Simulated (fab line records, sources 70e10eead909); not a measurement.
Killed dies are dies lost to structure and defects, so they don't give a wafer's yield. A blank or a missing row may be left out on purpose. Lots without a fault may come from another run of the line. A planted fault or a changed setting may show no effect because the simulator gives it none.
fab line records | flow nand_harc
record lots=13 wafers=39 last_day=33
route steps=1302 shown P_BONDPAD@364 END@1302
lots that met no fault: from a run of the same line without faults
start_h: hours from the record's first day to the start of the lot's first wafer shown | wait_h: hours since the lot's step before | " the same as in the row above | L1.1+2: a row that stands for several wafers | - no value, or no start given | * or withheld: withheld | < > ~ a bound
route shown NAME@n: a module of which the file shows steps, and the number in the route of the first | usual: mean/standard deviation of fault-free wafers | same: alike in all rows | chamber/n: place in a boat | sites: the reading at each site | _std_site: their standard deviation | _edge_site: outer sites' mean less inner sites' | radius_mm: how far each site lies from the wafer's centre | mask NAME#n: copy n | behind: the tool/chamber that last shaped the wafer | hold: why the lot was held/for how many hours/how that ended | device: the transistor (n, p or np) that didn't switch | end of line: the same wafers' tests at the end of the route | a step without rows: its recipe alone | killed: dies lost to structure and defects at the first sort, not the wafer's yield | map: a wafer's dies, x killed, . not, _ none there
set.NAME: the setting as run; set.NAME@STEP: as run at that earlier step | model.NAME: the simulator's own value behind a step, which no gauge read
steps of the route over a sample of lots; a table a step, a row a wafer
services: from which hour (start_h, from the record's first day; less than 0 if before it) a tool's chamber was out of use, for how many hours, and why
## steps
# step NHARC_P_BONDPAD_CD_MEAS_09
# recipe target_cd_nm=500 landing_energy_ev=500
# usual cd_nm=501/3
# columns lot.wafer tool chamber start_h wait_h cd_nm
L911.1 cd_sem-01 0 139.57 - 501
L911.3 " 0 " " 505
L911.6 " 0 " " 499
L914.1 cd_sem-01 0 168.55 - 501
L914.5 " 0 " " 500
L914.6 " 0 " " 498
L917.4 cd_sem-01 0 198.01 - 501
L917.5 " 0 " " 502
L917.6 " 0 " " 505
L920.2 cd_sem-02 0 228.24 - 495
L920.3 " 0 " " 501
L920.6 " 0 " " 503
L922.2 cd_sem-02 0 248.15 - 500
L922.3 " 0 " " 503
L922.6 " 0 " " 497
L924.1 cd_sem-03 0 259.97 - 504
L924.5 " 0 " " 498
L924.6 " 0 " " 505
L923.1 cd_sem-03 0 261.08 - 497
L923.3 " 0 " " 495
L923.5 " 0 " " 498
L929.1 cd_sem-02 0 316.82 - 507
L929.2 " 0 " " 504
L929.4 " 0 " " 503
L930.2 cd_sem-01 0 321.60 - 505
L930.4 " 0 " " 497
L930.6 " 0 " " 505
L931.2 cd_sem-01 0 333.29 - 501
L931.3 " 0 " " 503
L931.5 " 0 " " 503
L932.3 cd_sem-02 0 350.08 - 497
L932.4 " 0 " " 498
L932.5 " 0 " " 500
L934.2 cd_sem-02 0 360.42 - 500
L934.3 " 0 " " 502
L934.5 " 0 " " 502
L933.2 cd_sem-03 0 360.80 - 505
L933.3 " 0 " " 501
L933.5 " 0 " " 502
# step NHARC_P_BONDPAD_ETCH_12
# recipe target_depth_a=2000 time_s=100 chf3_flow_sccm=50 o2_flow_sccm=10 ar_flow_sccm=200 rf_w=500 bias_w=200 chemistry=CHF3/O2
# usual drypump_motor_current_A=5.8/0.47 oes_product_au=0.934/0.025 rf_vpp_V=370.7/1.9 showerhead_plenum_p_Torr=2.41/0.082 throttle_valve_pct=20.573/0.0093
# columns lot.wafer tool chamber start_h wait_h drypump_motor_current_A oes_product_au rf_hours_counter_h rf_vpp_V showerhead_plenum_p_Torr throttle_valve_pct
L911.1 rie_diel-12 3 - - 5.3 0.989 2.4 373.8 2.53 20.582
L911.3 " 2 " " 5.8 0.979 2.8 371.5 2.47 20.558
L911.6 " 0 " " 6.7 0.945 - 369.3 2.32 20.582
L914.1 rie_diel-03 2 - - 5.5 0.925 1.3 369.6 2.33 20.576
L914.5 " 1 " " 5.5 0.899 - 369.7 2.33 20.564
L914.6 " 2 " " 5.5 0.920 - 368.8 2.33 20.579
L917.4 rie_diel-03 0 - - 5.7 0.927 1.9 373.3 2.52 20.579
L917.6 " 0 " " 5.8 0.928 - 373.0 2.52 20.567
L917.5 " 1 " " 5.5 0.927 - 368.9 2.33 20.576
L920.2 rie_diel-03 0 - - 5.7 0.898 3.2 372.4 2.52 20.553
L920.3 " 1 " " 5.5 0.891 3.0 369.7 2.33 20.567
L920.6 " 2 " " 5.6 0.915 - 368.1 2.33 20.580
L922.3 rie_diel-12 2 - - 5.8 0.920 9.3 371.9 2.46 20.572
L922.2 " 3 " " 5.3 0.932 9.2 373.7 2.52 20.568
L922.6 " 2 " " 5.8 0.925 - 372.4 2.46 20.578
L924.1 rie_diel-10 3 - - 6.1 0.972 1.4 370.6 2.41 20.568
L924.6 " 2 " " 6.8 0.961 - 370.4 2.36 20.573
L924.5 " 3 " " 6.1 0.968 - 370.5 2.41 20.564
L923.1 rie_diel-10 3 - - 6.1 0.953 1.5 370.6 2.41 20.578
L923.3 " 2 " " 6.7 0.970 1.6 369.8 2.36 20.575
L923.5 " 0 " " 6.4 0.979 - 373.3 2.52 20.582
L929.1 rie_diel-10 0 - - 6.4 0.938 5.1 372.8 2.52 20.570
L929.4 " 1 " " 5.9 0.923 5.6 369.2 2.35 20.570
L929.2 " 3 " " 6.1 0.917 5.2 370.4 2.41 20.570
L930.2 rie_diel-03 0 - - 5.7 0.916 1.4 372.5 2.52 20.569
L930.4 " 1 " " 5.5 0.929 1.3 368.5 2.33 20.566
L930.6 " 1 " " 5.5 0.917 - 370.0 2.33 20.569
L931.2 rie_diel-10 2 - - 6.7 0.929 7.4 369.6 2.35 20.590
L931.3 " 0 " " 6.4 0.939 5.9 372.9 2.51 20.562
L931.5 " 1 " " 5.9 0.925 - 370.3 2.35 20.589
L932.4 rie_diel-03 1 - - 5.5 0.959 2.0 369.3 2.33 20.570
L932.3 " 3 " " 5.6 0.964 1.9 371.2 2.43 20.581
L932.5 " 1 " " 5.5 0.954 - 367.9 2.33 20.564
L934.2 rie_diel-12 1 - - 5.0 0.923 3.7 368.6 2.29 20.576
L934.3 " 2 " " 5.8 0.914 2.2 372.5 2.46 20.565
L934.5 " 1 " " 5.0 0.926 - 368.5 2.28 20.576
L933.3 rie_diel-03 0 - - 5.7 0.942 2.6 372.7 2.52 20.595
L933.2 " 2 " " 5.5 0.993 2.5 369.6 2.33 20.565
L933.5 " 0 " " 5.7 0.958 - 374.6 2.52 20.577
# step NHARC_P_BONDPAD_STRIP_16
# recipe time_s=600 temp_c=30 chemistry=post_etch_residue_remover
# usual bath_heat_duty_pct=12.6/1.5 run_length_s=603.7/0.87
# columns lot.wafer tool chamber start_h wait_h bath_heat_duty_pct run_length_s
L911.1 wet_bench-08 7 140.45 - 13.5 602.9
L911.6 " 2 " " 10.0 602.6
L911.3 " 4 " " 13.2 604.8
L914.6 wet_bench-08 5 169.43 - 12.9 604.1
L914.1 " 6 " " 13.1 603.5
L914.5 " 0 " " 12.9 604.3
L917.4 wet_bench-10 4 198.88 - 12.1 604.1
L917.5 " 5 " " 15.6 602.9
L917.6 " 0 " " 11.2 603.4
L920.2 wet_bench-08 6 229.12 - 14.0 602.4
L920.3 " 1 " " 13.9 604.6
L920.6 " 3 " " 13.2 602.9
L922.6 wet_bench-08 2 249.03 - - -
L922.3 " 4 " " - -
L922.2 " 6 " " - -
L924.1 wet_bench-08 1 260.87 - - -
L924.5 " 2 " " - -
L924.6 " 3 " " - -
L923.5 wet_bench-08 5 261.96 - - -
L923.3 " 7 " " - -
L923.1 " 2 " " - -
L929.4 wet_bench-08 0 317.71 - 12.7 604.4
L929.1 " 1 " " 13.2 603.2
L929.2 " 3 " " 13.5 602.4
L930.2 wet_bench-10 0 322.48 - 12.0 602.6
L930.6 " 1 " " 10.1 604.4
L930.4 " 2 " " 10.7 604.3
L931.5 wet_bench-08 5 334.30 0.1 13.3 604.4
L931.2 " 0 " " 12.9 605.2
L931.3 " 1 " " 13.4 604.0
L932.5 wet_bench-10 7 351.00 - 11.3 604.0
L932.4 " 0 " " 12.5 602.8
L932.3 " 1 " " 11.6 605.5
L934.5 wet_bench-08 2 361.31 - 10.6 603.7
L934.2 " 3 " " 11.9 603.0
L934.3 " 4 " " 14.9 604.8
L933.5 wet_bench-10 3 361.69 - 12.0 602.8
L933.2 " 4 " " 12.0 604.3
L933.3 " 7 " " 10.8 603.4
# step NHARC_P_BONDPAD_PRE_CLEAN_26
# recipe time_s=30 temp_c=280 gas=H2/He
# usual heater_power_w=417/36
# columns lot.wafer tool chamber start_h wait_h heater_power_w
L911.3 pvd_sputter-01 - - - 385
L911.1 " - " " 411
L911.6 " - " " 385
L914.1 pvd_sputter-03 - - - 378
L914.6 " - " " 376
L914.5 " - " " 371
L917.4 pvd_sputter-01 - - - 467
L917.6 " - " " 387
L917.5 " - " " 440
L920.2 pvd_sputter-03 - - - 361
L920.3 " - " " 369
L920.6 " - " " 397
L922.2 pvd_sputter-02 - - - 375
L922.3 " - " " 450
L922.6 " - " " 385
L924.1 pvd_sputter-01 - - - 443
L924.5 " - " " 443
L924.6 " - " " 386
L923.1 pvd_sputter-02 - - - 450
L923.3 " - " " 447
L923.5 " - " " 390
L929.2 pvd_sputter-03 - - - 374
L929.4 " - " " 408
L929.1 " - " " 358
L930.2 pvd_sputter-03 - - - 400
L930.4 " - " " 382
L930.6 " - " " 394
L931.2 pvd_sputter-01 - - - 397
L931.3 " - " " 406
L931.5 " - " " 400
L932.4 pvd_sputter-02 - - - 395
L932.3 " - " " 454
L932.5 " - " " 385
L934.2 pvd_sputter-02 - - - 484
L934.3 " - " " 459
L934.5 " - " " 455
L933.2 pvd_sputter-01 - - - 401
L933.3 " - " " 386
L933.5 " - " " 396
# step NHARC_END_SORT_01
# recipe temp_c=25
# usual defect_limited_yield=90/3.1 killed_at_array=59/20 killed_at_other=0.8/1.1 killed_at_periphery=5/3.1 killed_dies=64/21 killed_open=3.4/1.9 killed_short=2.3/1.7
# same gross_dies=677
# columns lot.wafer tool chamber start_h wait_h defect_limited_yield[%] killed_at_array killed_at_other killed_at_periphery killed_dies killed_open killed_short
L911.1 prober-01 0 574.21 2.5 86 84 1 13 98 4 5
L911.3 prober-01 0 575.78 3.1 84 99 0 8 107 5 2
L911.6 prober-01 0 578.14 3.9 87 80 0 7 87 2 3
L914.1 prober-02 0 587.54 2.5 90 63 0 2 65 1 2
L914.5 prober-02 0 590.76 3.7 89 71 1 4 76 1 3
L914.6 prober-02 0 591.57 4.0 90 60 2 4 66 4 1
L917.4 prober-02 0 612.23 3.4 94 38 0 4 42 3 0
L917.5 prober-02 0 613.03 3.7 93 43 1 4 48 6 1
L917.6 prober-02 0 613.83 4.0 93 47 1 2 50 7 2
L920.2 prober-02 0 646.36 2.8 92 53 0 3 56 2 2
L920.3 prober-02 0 647.16 3.1 90 62 0 3 65 2 1
L920.6 prober-02 0 649.56 4.0 91 54 0 4 58 3 2
L922.2 prober-02 0 675.30 2.8 94 43 0 1 44 2 1
L922.3 prober-02 0 676.11 3.1 95 36 0 1 37 6 2
L922.6 prober-02 0 678.53 4.0 96 28 0 2 30 3 1
L924.1 prober-01 0 689.54 2.5 91 59 0 2 61 1 2
L924.5 prober-01 0 692.75 3.7 87 72 0 13 85 2 6
L924.6 prober-01 0 693.55 4.0 88 72 0 9 81 3 3
L923.1 prober-02 0 689.56 2.5 93 45 0 4 49 0 3
L923.3 prober-02 0 691.15 3.1 93 43 2 4 49 4 3
L923.5 prober-02 0 692.74 3.7 91 56 3 5 64 5 4
L929.1 prober-02 0 745.83 2.5 88 69 1 10 80 2 4
L929.2 prober-02 0 746.62 2.8 87 73 5 8 86 5 1
L929.4 prober-02 0 748.21 3.4 87 74 1 16 91 5 2
L930.2 prober-01 0 750.44 2.8 89 69 1 5 75 0 1
L930.4 prober-01 0 752.03 3.4 87 79 0 7 86 4 3
L930.6 prober-01 0 753.63 4.0 86 85 2 6 93 3 1
L931.2 prober-01 0 762.26 2.8 92 48 4 4 56 5 4
L931.3 prober-01 0 763.06 3.1 90 64 1 5 70 6 3
L931.5 prober-01 0 764.67 3.7 92 48 4 2 54 2 3
L933.2 prober-01 0 781.16 2.9 92 50 1 2 53 1 1
L933.3 prober-01 0 781.96 3.2 92 44 0 7 51 6 3
L933.5 prober-01 0 783.57 3.7 90 61 0 6 67 2 1
L932.3 prober-02 0 781.88 3.1 91 55 2 5 62 6 1
L932.4 prober-02 0 782.69 3.4 90 59 4 4 67 6 0
L932.5 prober-02 0 783.49 3.7 88 74 1 4 79 2 7
L934.2 prober-02 0 798.83 2.8 91 45 3 12 60 4 7
L934.3 prober-02 0 799.63 3.1 91 50 1 7 58 3 2
L934.5 prober-02 0 801.23 3.7 91 53 1 5 59 3 0
# killed by level:class
L911.1 A_CHANNEL_HOLE_D1:chamber_film_flake=31 A_CHANNEL_HOLE_D2:chamber_film_flake=28 A_STAIRCASE:chamber_film_flake=7 P_ZERO_WELL:chamber_film_flake=4 P_CONTACT:chamber_film_flake=4 A_DECK1_JOINT:chamber_film_flake=4 A_CONTACT:chamber_film_flake=3 A_CONTACT:geometric_particle:open=2
L911.3 A_CHANNEL_HOLE_D1:chamber_film_flake=38 A_CHANNEL_HOLE_D2:chamber_film_flake=32 A_STAIRCASE:chamber_film_flake=11 P_M0:chamber_film_flake=4 A_CONTACT:chamber_film_flake=4 A_WL_FILL:chamber_film_flake=3 A_ONON_D1:geometric_particle:open=2 A_ONON_D2:geometric_particle:open=2
L911.6 A_CHANNEL_HOLE_D2:chamber_film_flake=34 A_CHANNEL_HOLE_D1:chamber_film_flake=31 A_STAIRCASE:chamber_film_flake=6 A_CONTACT:chamber_film_flake=6 P_CONTACT:chamber_film_flake=2 P_CONTACT:geometric_particle:short=1 P_M0:geometric_particle:short=1 A_CHANNEL_FILL_D1:geometric_particle:short=1
L914.1 A_CHANNEL_HOLE_D2:chamber_film_flake=34 A_SLIT:chamber_film_flake=18 A_CONTACT:chamber_film_flake=5 A_STAIRCASE:chamber_film_flake=3 P_M0:geometric_particle:short=1 A_CHANNEL_FILL_D2:geometric_particle:short=1 A_WL_FILL:geometric_particle:open=1 P_GATE:chamber_film_flake=1
L914.5 A_CHANNEL_HOLE_D2:chamber_film_flake=28 A_SLIT:chamber_film_flake=27 A_CONTACT:chamber_film_flake=6 A_STAIRCASE:chamber_film_flake=4 P_GATE:chamber_film_flake=3 A_CHANNEL_HOLE_D1:chamber_film_flake=3 P_STI:geometric_particle:short=1 A_CHANNEL_HOLE_D2:geometric_particle:open=1
L914.6 A_CHANNEL_HOLE_D2:chamber_film_flake=27 A_SLIT:chamber_film_flake=24 P_GATE:chamber_film_flake=2 A_CHANNEL_HOLE_D1:chamber_film_flake=2 A_CONTACT:chamber_film_flake=2 THIN_TSV:chamber_film_flake=2 P_M0:geometric_particle:open=1 A_DECK1_JOINT:geometric_particle:open=1
L917.4 A_CHANNEL_HOLE_D2:chamber_film_flake=27 A_CONTACT:chamber_film_flake=6 P_M0:geometric_particle:open=2 P_ZERO_WELL:chamber_film_flake=2 A_CHANNEL_HOLE_D1:chamber_film_flake=2 A_CHANNEL_FILL_D2:geometric_particle:open=1 A_STAIRCASE:chamber_film_flake=1 A_SLIT:chamber_film_flake=1
L917.5 A_CHANNEL_HOLE_D2:chamber_film_flake=31 A_CONTACT:chamber_film_flake=4 P_M0:geometric_particle:open=2 A_CHANNEL_HOLE_D1:chamber_film_flake=2 A_STAIRCASE:chamber_film_flake=2 P_STI:geometric_particle:open=1 A_ONON_D1:geometric_particle:short=1 A_BLC:geometric_particle:open=1
L917.6 A_CHANNEL_HOLE_D2:chamber_film_flake=32 A_STAIRCASE:chamber_film_flake=3 A_CONTACT:chamber_film_flake=3 A_M0:geometric_particle:open=2 P_GATE:geometric_particle:open=1 P_M0:geometric_particle:open=1 A_SOURCE_PLATE:geometric_particle:open=1 A_ONON_D2:geometric_particle:open=1
L920.2 A_SLIT:chamber_film_flake=25 A_CHANNEL_HOLE_D2:chamber_film_flake=9 A_CONTACT:chamber_film_flake=6 A_M1:chamber_film_flake=6 A_CHANNEL_HOLE_D1:chamber_film_flake=4 P_STI:chamber_film_flake=2 P_STI:geometric_particle:short=1 A_DECK1_JOINT:geometric_particle:short=1
L920.3 A_SLIT:chamber_film_flake=33 A_CHANNEL_HOLE_D2:chamber_film_flake=13 A_CHANNEL_HOLE_D1:chamber_film_flake=4 P_STI:chamber_film_flake=2 A_ZERO_WELL:chamber_film_flake=2 A_STAIRCASE:chamber_film_flake=2 A_CONTACT:chamber_film_flake=2 A_M1:chamber_film_flake=2
L920.6 A_SLIT:chamber_film_flake=22 A_CHANNEL_HOLE_D2:chamber_film_flake=13 P_ZERO_WELL:chamber_film_flake=3 A_ZERO_WELL:chamber_film_flake=3 A_CHANNEL_HOLE_D1:chamber_film_flake=3 A_STAIRCASE:chamber_film_flake=3 A_CONTACT:chamber_film_flake=2 A_M1:chamber_film_flake=2
L922.2 A_CHANNEL_HOLE_D2:chamber_film_flake=22 A_DECK1_JOINT:chamber_film_flake=3 A_STAIRCASE:chamber_film_flake=3 A_SLIT:chamber_film_flake=3 A_CHANNEL_HOLE_D1:chamber_film_flake=2 A_CHANNEL_FILL_D2:chamber_film_flake=2 A_CONTACT:chamber_film_flake=2 A_CHANNEL_FILL_D1:geometric_particle:open=1
L922.3 A_CHANNEL_HOLE_D2:chamber_film_flake=13 A_CHANNEL_HOLE_D1:chamber_film_flake=5 A_ONON_D2:geometric_particle:open=3 A_CONTACT:chamber_film_flake=3 A_WL_FILL:geometric_particle:short=2 A_STAIRCASE:chamber_film_flake=2 A_M1:chamber_film_flake=2 A_ONON_D1:geometric_particle:open=1
L922.6 A_CHANNEL_HOLE_D2:chamber_film_flake=7 A_CHANNEL_HOLE_D1:chamber_film_flake=6 A_STAIRCASE:chamber_film_flake=4 A_CONTACT:chamber_film_flake=4 A_M1:chamber_film_flake=2 P_M1:geometric_particle:open=1 A_WL_FILL:geometric_particle:short=1 A_BLC:geometric_particle:open=1
L924.1 A_SLIT:chamber_film_flake=20 A_CHANNEL_HOLE_D2:chamber_film_flake=19 A_CHANNEL_HOLE_D1:chamber_film_flake=4 A_CONTACT:chamber_film_flake=4 A_WL_FILL:geometric_particle:short=2 P_CONTACT:chamber_film_flake=2 A_STAIRCASE:chamber_film_flake=2 A_SGD_CUT:chamber_film_flake=2
L923.1 A_SLIT:chamber_film_flake=18 A_CONTACT:chamber_film_flake=8 A_WL_FILL:chamber_film_flake=6 A_CHANNEL_HOLE_D1:chamber_film_flake=4 A_STAIRCASE:chamber_film_flake=3 A_M1:chamber_film_flake=3 P_GATE:geometric_particle:short=2 A_SLIT:geometric_particle:short=1
L923.3 A_SLIT:chamber_film_flake=20 A_CONTACT:chamber_film_flake=6 A_CHANNEL_HOLE_D1:chamber_film_flake=3 P_ZERO_WELL:chamber_film_flake=2 A_CHANNEL_HOLE_D2:chamber_film_flake=2 A_SGD_CUT:chamber_film_flake=2 A_WL_FILL:chamber_film_flake=2 THIN_TSV:chamber_film_flake=2
L923.5 A_SLIT:chamber_film_flake=34 A_CHANNEL_HOLE_D1:chamber_film_flake=5 A_CONTACT:chamber_film_flake=5 A_WL_FILL:chamber_film_flake=3 P_M0:geometric_particle:open=2 A_DECK1_JOINT:geometric_particle:short=2 A_STAIRCASE:chamber_film_flake=2 A_SGD_CUT:chamber_film_flake=2
L924.5 A_SLIT:chamber_film_flake=26 A_CHANNEL_HOLE_D2:chamber_film_flake=20 P_CONTACT:chamber_film_flake=7 A_CHANNEL_HOLE_D1:chamber_film_flake=7 A_SGD_CUT:chamber_film_flake=6 P_BONDPAD:chamber_film_flake=4 A_CHANNEL_FILL_D1:geometric_particle:short=2 A_STAIRCASE:chamber_film_flake=2
L924.6 A_SLIT:chamber_film_flake=39 A_CHANNEL_HOLE_D2:chamber_film_flake=13 A_CHANNEL_HOLE_D1:chamber_film_flake=6 P_CONTACT:chamber_film_flake=4 A_SGD_CUT:chamber_film_flake=3 P_BONDPAD:chamber_film_flake=2 P_GATE:chamber_film_flake=2 A_STAIRCASE:chamber_film_flake=2
L929.1 A_SLIT:chamber_film_flake=33 A_CHANNEL_HOLE_D2:chamber_film_flake=17 A_CHANNEL_HOLE_D1:chamber_film_flake=6 P_M0:chamber_film_flake=4 A_CONTACT:chamber_film_flake=3 P_CONTACT:chamber_film_flake=2 A_STAIRCASE:chamber_film_flake=2 A_SGD_CUT:chamber_film_flake=2
L929.2 A_CHANNEL_HOLE_D2:chamber_film_flake=28 A_SLIT:chamber_film_flake=20 A_CHANNEL_HOLE_D1:chamber_film_flake=7 THIN_TSV:chamber_film_flake=5 P_M0:chamber_film_flake=4 A_ZERO_WELL:chamber_film_flake=4 A_WL_FILL:chamber_film_flake=3 P_ZERO_WELL:chamber_film_flake=2
L929.4 A_CHANNEL_HOLE_D2:chamber_film_flake=23 A_SLIT:chamber_film_flake=20 A_STAIRCASE:chamber_film_flake=8 A_CHANNEL_HOLE_D1:chamber_film_flake=7 P_CONTACT:chamber_film_flake=5 P_M0:chamber_film_flake=5 A_CONTACT:chamber_film_flake=4 A_WL_FILL:chamber_film_flake=3
L930.2 A_CHANNEL_HOLE_D1:chamber_film_flake=32 A_SLIT:chamber_film_flake=24 A_CONTACT:chamber_film_flake=6 A_WL_FILL:chamber_film_flake=3 P_CONTACT:chamber_film_flake=2 A_CHANNEL_FILL_D1:chamber_film_flake=2 A_CHANNEL_FILL_D2:geometric_particle:short=1 P_STI:chamber_film_flake=1
L930.4 A_CHANNEL_HOLE_D1:chamber_film_flake=32 A_SLIT:chamber_film_flake=22 A_CHANNEL_FILL_D1:chamber_film_flake=5 A_WL_FILL:chamber_film_flake=5 A_CONTACT:chamber_film_flake=5 P_M2:chamber_film_flake=4 A_BLC:geometric_particle:open=2 P_CONTACT:chamber_film_flake=2
L930.6 A_CHANNEL_HOLE_D1:chamber_film_flake=38 A_SLIT:chamber_film_flake=31 A_CONTACT:chamber_film_flake=4 A_WL_FILL:chamber_film_flake=3 P_M0:geometric_particle:open=2 A_CHANNEL_HOLE_D2:chamber_film_flake=2 A_STAIRCASE:chamber_film_flake=2 A_SGD_CUT:chamber_film_flake=2
L931.2 A_SLIT:chamber_film_flake=17 A_CHANNEL_HOLE_D1:chamber_film_flake=10 A_CONTACT:chamber_film_flake=7 THIN_TSV:chamber_film_flake=4 A_ONON_D1:geometric_particle:open=2 A_DECK1_JOINT:geometric_particle:short=2 P_GATE:chamber_film_flake=2 A_STAIRCASE:chamber_film_flake=2
L931.3 A_SLIT:chamber_film_flake=32 A_CHANNEL_HOLE_D1:chamber_film_flake=13 A_CONTACT:chamber_film_flake=10 P_M0:geometric_particle:short=2 A_ONON_D1:geometric_particle:open=2 A_DECK1_JOINT:chamber_film_flake=2 P_GATE:geometric_particle:open=1 P_M2:geometric_particle:open=1
L931.5 A_SLIT:chamber_film_flake=18 A_CHANNEL_HOLE_D1:chamber_film_flake=16 A_CONTACT:chamber_film_flake=5 THIN_TSV:chamber_film_flake=4 A_ONON_D2:geometric_particle:short=2 A_CHANNEL_HOLE_D2:chamber_film_flake=2 A_STAIRCASE:chamber_film_flake=2 A_DECK1_JOINT:geometric_particle:open=1
L933.2 A_SLIT:chamber_film_flake=25 A_CHANNEL_HOLE_D1:chamber_film_flake=10 A_STAIRCASE:chamber_film_flake=8 A_CONTACT:chamber_film_flake=2 A_DECK1_JOINT:geometric_particle:short=1 A_M0:geometric_particle:open=1 P_STI:chamber_film_flake=1 P_GATE:chamber_film_flake=1
L932.3 A_CHANNEL_HOLE_D2:chamber_film_flake=30 A_CHANNEL_HOLE_D1:chamber_film_flake=13 A_CONTACT:chamber_film_flake=5 P_CONTACT:geometric_particle:open=3 A_CONTACT:geometric_particle:open=3 A_SLIT:chamber_film_flake=3 THIN_TSV:chamber_film_flake=2 A_BLC:geometric_particle:short=1
L933.3 A_SLIT:chamber_film_flake=18 A_CHANNEL_HOLE_D1:chamber_film_flake=8 A_STAIRCASE:chamber_film_flake=6 P_STI:chamber_film_flake=5 A_CONTACT:chamber_film_flake=4 P_CONTACT:geometric_particle:open=2 A_WL_FILL:geometric_particle:short=2 A_M0:geometric_particle:open=2
L932.4 A_CHANNEL_HOLE_D2:chamber_film_flake=25 A_CHANNEL_HOLE_D1:chamber_film_flake=18 A_SLIT:chamber_film_flake=6 THIN_TSV:chamber_film_flake=4 A_ONON_D1:geometric_particle:open=2 A_ONON_D2:geometric_particle:open=2 P_ZERO_WELL:chamber_film_flake=2 A_STAIRCASE:chamber_film_flake=2
L932.5 A_CHANNEL_HOLE_D2:chamber_film_flake=27 A_SLIT:chamber_film_flake=20 A_CHANNEL_HOLE_D1:chamber_film_flake=14 A_CONTACT:chamber_film_flake=6 A_ONON_D1:geometric_particle:short=2 A_CHANNEL_FILL_D1:geometric_particle:open=2 A_CHANNEL_FILL_D2:geometric_particle:short=2 P_GATE:chamber_film_flake=2
L933.5 A_SLIT:chamber_film_flake=28 A_CHANNEL_HOLE_D1:chamber_film_flake=16 A_STAIRCASE:chamber_film_flake=8 P_STI:chamber_film_flake=4 A_BLC:chamber_film_flake=3 P_GATE:chamber_film_flake=2 A_CONTACT:chamber_film_flake=2 A_ONON_D1:geometric_particle:open=1
L934.2 A_CHANNEL_HOLE_D2:chamber_film_flake=21 A_SLIT:chamber_film_flake=12 P_GATE:chamber_film_flake=7 A_CONTACT:chamber_film_flake=3 THIN_TSV:chamber_film_flake=3 P_M0:geometric_particle:short=2 A_WL_FILL:geometric_particle:short=2 P_STI:geometric_particle:open=1
L934.3 A_CHANNEL_HOLE_D2:chamber_film_flake=22 A_SLIT:chamber_film_flake=11 A_CONTACT:chamber_film_flake=9 P_GATE:chamber_film_flake=4 A_STAIRCASE:chamber_film_flake=3 P_M0:chamber_film_flake=2 P_CONTACT:geometric_particle:short=1 A_CHANNEL_FILL_D1:geometric_particle:short=1
L934.5 A_CHANNEL_HOLE_D2:chamber_film_flake=28 A_CONTACT:chamber_film_flake=10 A_SLIT:chamber_film_flake=9 P_GATE:chamber_film_flake=3 A_WL_FILL:chamber_film_flake=2 P_CONTACT:geometric_particle:open=1 A_DECK1_JOINT:geometric_particle:open=1 A_CONTACT:geometric_particle:open=1
## services
# columns tool chamber start_h hours kind
wet_bench-08 - 118.42 8.0 pm
pvd_sputter-02 - 130.63 14.1 repair
wet_bench-10 - 135.20 8.0 pm
rie_diel-10 1 138.61 15.9 repair
rie_diel-12 - 143.49 0.7 repair
rie_diel-10 2 159.70 4.9 repair
rie_diel-10 3 160.82 4.3 repair
pvd_sputter-03 - 170.00 10.0 pm
rie_diel-10 1 186.48 4.1 repair
wet_bench-10 - 188.44 3.2 repair
pvd_sputter-03 - 201.48 1.6 repair
rie_diel-10 2 206.09 1.2 repair
pvd_sputter-01 - 226.00 10.0 pm
rie_diel-10 - 242.50 9.0 pm
pvd_sputter-03 - 257.14 2.1 repair
pvd_sputter-03 - 261.61 3.9 repair
pvd_sputter-02 - 282.00 10.0 pm
rie_diel-03 - 285.54 9.0 pm
wet_bench-08 - 294.42 8.0 pm
rie_diel-10 3 298.93 6.9 repair
rie_diel-10 0 305.69 9.4 repair
wet_bench-10 - 311.20 8.0 pm
rie_diel-10 3 347.19 7.3 repair
pvd_sputter-03 - 348.00 10.0 pm
## key
first_sign step=NHARC_P_BONDPAD_STRIP_16 reading=tool_record direction=missing
effect none on later readings
met_at NHARC_P_BONDPAD_STRIP_16
struck_lots L922,L923,L924
not_acting_at NHARC_P_BONDPAD_CD_MEAS_09,NHARC_P_BONDPAD_ETCH_12,NHARC_P_BONDPAD_PRE_CLEAN_26
onset_between 229.12 249.03
fault kind=skipped_step_whole tool=wet_bench-08 chamber=- onset_h=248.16 steps=NHARC_P_BONDPAD_STRIP_16 scope=struck_lots_only
